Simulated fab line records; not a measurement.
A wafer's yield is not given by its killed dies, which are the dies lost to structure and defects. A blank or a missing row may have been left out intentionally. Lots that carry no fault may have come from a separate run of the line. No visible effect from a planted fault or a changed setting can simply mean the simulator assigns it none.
Which tool was responsible? :: flow n5-finfet :: 12 lots (36 wafers sampled), 1 step of a 1938-step route

WHAT THE GAUGES SHOWED, per wafer
N5_BEOL_M12_THK_MEAS_01.
lot: L076
measured: day 11 01:32
on: film-metro-01
M12_ILD_THK (nm): 658 666 658

lot: L075
measured: day 11 05:13
on: film-metro-02
M12_ILD_THK (nm): 654 652 660

lot: L079
measured: day 11 10:15
on: film-metro-02
M12_ILD_THK (nm): 656 661 655

lot: L081
measured: day 12 10:37
on: film-metro-01
M12_ILD_THK (nm): 659 664 674

lot: L083
measured: day 12 21:55
on: film-metro-02
M12_ILD_THK (nm): 659 660 660

lot: L086
measured: day 13 09:44
on: film-metro-01
M12_ILD_THK (nm): 649 668 664

lot: L087
measured: day 13 18:07
on: film-metro-01
M12_ILD_THK (nm): 648 657 657

lot: L089
measured: day 14 05:18
on: film-metro-01
M12_ILD_THK (nm): 652 650 658

lot: L090
measured: day 15 01:37
on: film-metro-02
M12_ILD_THK (nm): 656 662 668

lot: L094
measured: day 15 10:17
on: film-metro-02
M12_ILD_THK (nm): 660 660 679

lot: L096
measured: day 16 02:17
on: film-metro-01
M12_ILD_THK (nm): 650 661 665

lot: L097
measured: day 16 11:52
on: film-metro-02
M12_ILD_THK (nm): 663 657 670

WHICH TOOL RAN EACH LOT (tool, then ch and the chambers of the sampled wafers, then the start)
The record shows no process step preceding these readings.

THE ANSWER, worked out from the rows above alone
Rule: the lots themselves supply what counts as usual. The widest of any qualifying gaps counts: lots, ordered by their means at a reading, are off when they make up no more than a third of the lots, leave a main group of 4 or more, and stand apart from it by 3 or more times the standard deviation of that group's means. A main group is skipped when, at the precision printed for the reading in the tables above, its means are all equal. Also off: a lot with no number at a reading for which 4 or more lots have one. All remaining lots with rows at the step are treated as sound.
Across all readings shown, no lot is off: no conclusion can be drawn from this.

WHAT THE SIMULATOR HAD INSERTED
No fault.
